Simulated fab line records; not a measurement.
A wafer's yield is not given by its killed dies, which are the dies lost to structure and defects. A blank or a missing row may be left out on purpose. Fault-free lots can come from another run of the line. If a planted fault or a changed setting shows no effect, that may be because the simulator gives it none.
A lot that was struck, set against a sound lot -- flow n5_finfet -- 37 out of 1938 route steps
Sound: the wafers L598.2, L598.5, L598.6. Wafers struck: L611.3, L611.4, L611.6. The cause is given at the end.
Per side, at each step with rows, come the tool, then ch with its chambers, and then its first start. Under that, the readings that differ: sound wafers -- struck wafers -- difference of the means -- sigmas: that difference in standard deviations of wafers without a fault.
alike: readings with means less than 2 such deviations apart, plus words and numbers identical on both sides. not compared: withheld readings, readings lacking a value on some wafer, bounds such as >300 that could conceal the same value, and numbers that have no deviation in the record and whose values overlap.
The two part at a step that has a row with sigmas, a row that says differs or no value, or rows on one side only. Non-overlapping numbers with no deviation appear without sigmas and do not part them. A reading that every wafer of one side lacks parts them only if that side has two wafers or more.

first, 9 steps without rows for these wafers: N5_PASSIVATION_EXPOSE_07 (exposes mask TV, defocus 0 nm, target cd 3000 nm); N5_PASSIVATION_PEB_08; N5_PASSIVATION_DEVELOP_09 (develop time 60 s); N5_PASSIVATION_HARDBAKE_11 (time 120 s); N5_PASSIVATION_DESCUM_12 (chemistry O2, time 7.9 s); N5_PASSIVATION_PASS_ETCH_74 (etches SiNx in CF4/O2, target depth 220 nm, time 110 s); N5_PASSIVATION_VIA_ETCH_13 (etches SiO2 in CHF3/O2, target depth 660 nm, time 330 s); N5_PASSIVATION_STRIP_14 (strips in O2); N5_PASSIVATION_ETCH_15 (etches SiCN in CF4/N2, target depth 75 nm, time 81.2 s).
N5_PASSIVATION_STRIP_73: strips in post etch residue remover, time 60 s.
  sound on wet_bench-03 ch 1,3,4, day 13 08:38; struck on wet_bench-03 ch 1,2,3, day 16 18:19
then, 26 steps without rows for these wafers: N5_PASSIVATION_SRD_17 (time 30 s, dry time 30 s); N5_PASSIVATION_DEGAS_18 (time 60 s); N5_PASSIVATION_PRE_CLEAN_19; N5_PASSIVATION_SPUTTER_20 (material TaN, target thk 50 nm); N5_PASSIVATION_AL_DEP_21 (deposits Al, target thk 2800 nm, time 170 s); N5_PASSIVATION_HMDS_23 (time 60 s); N5_PASSIVATION_COAT_24; N5_PASSIVATION_EBR_26; N5_PASSIVATION_SOFTBAKE_25 (time 90 s); N5_PASSIVATION_EXPOSE_27 (exposes mask PAD, defocus 0 nm); N5_PASSIVATION_PEB_28; N5_PASSIVATION_DEVELOP_29 (develop time 60 s); N5_PASSIVATION_HARDBAKE_31 (time 120 s); N5_PASSIVATION_DESCUM_32 (chemistry O2, time 7.9 s); N5_PASSIVATION_AL_ETCH_33 (etches Al in Cl2/BCl3, stops on TaN, target depth 2800 nm, time 466.7 s); N5_PASSIVATION_ETCH_59 (etches TaN in Cl2/BCl3, target depth 65 nm, time 34.9 s); N5_PASSIVATION_STRIP_34 (strips in O2); N5_PASSIVATION_STRIP_51 (strips in post etch residue remover, time 1200 s); N5_PASSIVATION_CLEAN_69 (cleans in IPA, time 180 s); N5_PASSIVATION_SRD_70 (time 30 s); N5_PASSIVATION_PECVD_53 (deposits SiO2 from TEOS/O2, target thk 800 nm, time 169.4 s); N5_PASSIVATION_PECVD_35 (deposits SiNx from SiH4/NH3/N2, target thk 700 nm, time 151.3 s); N5_PASSIVATION_HMDS_37 (time 60 s); N5_PASSIVATION_COAT_38; N5_PASSIVATION_EBR_40; N5_PASSIVATION_SOFTBAKE_39 (time 120 s).
N5_PASSIVATION_PROBE_49:
  struck on prober-01, day 17 00:34; sound on prober-01, day 13 14:52
reading,sound,struck,difference,sigmas
defect_limited_yield (%),92.4 93.5 90.8,81.5 79.6 82.9,-10.9,-7
killed_at_other,2 1 0,110 145 116,+123,+42
killed_dies,90 77 108,218 241 202,+129,+8
killed_on_rim,16 12 12,36 18 31,+15,+4
sort_bin_5_function (%),4.7 3.7 5.6,10.1 11.8 8.6,+5.5,+6
sort_bin_6_memory (%),2.5 2.7 3.1,4.6 4.1 4.1,+1.5,+2
sort_n_pass,1090 1103 1072,962 939 978,-129,-8
sort_yield_pct (%),92.4 93.5 90.8,81.5 79.6 82.9,-10.9,-7
  alike: killed_at_M0_to_M3, killed_at_M4_up, killed_at_contacts, killed_at_front_end, killed_open, killed_short, sort_bin_4_leakage

== WHERE THEY PART ==
Within this record, at N5_PASSIVATION_PROBE_49 only.

WHY: whatever the simulator had introduced
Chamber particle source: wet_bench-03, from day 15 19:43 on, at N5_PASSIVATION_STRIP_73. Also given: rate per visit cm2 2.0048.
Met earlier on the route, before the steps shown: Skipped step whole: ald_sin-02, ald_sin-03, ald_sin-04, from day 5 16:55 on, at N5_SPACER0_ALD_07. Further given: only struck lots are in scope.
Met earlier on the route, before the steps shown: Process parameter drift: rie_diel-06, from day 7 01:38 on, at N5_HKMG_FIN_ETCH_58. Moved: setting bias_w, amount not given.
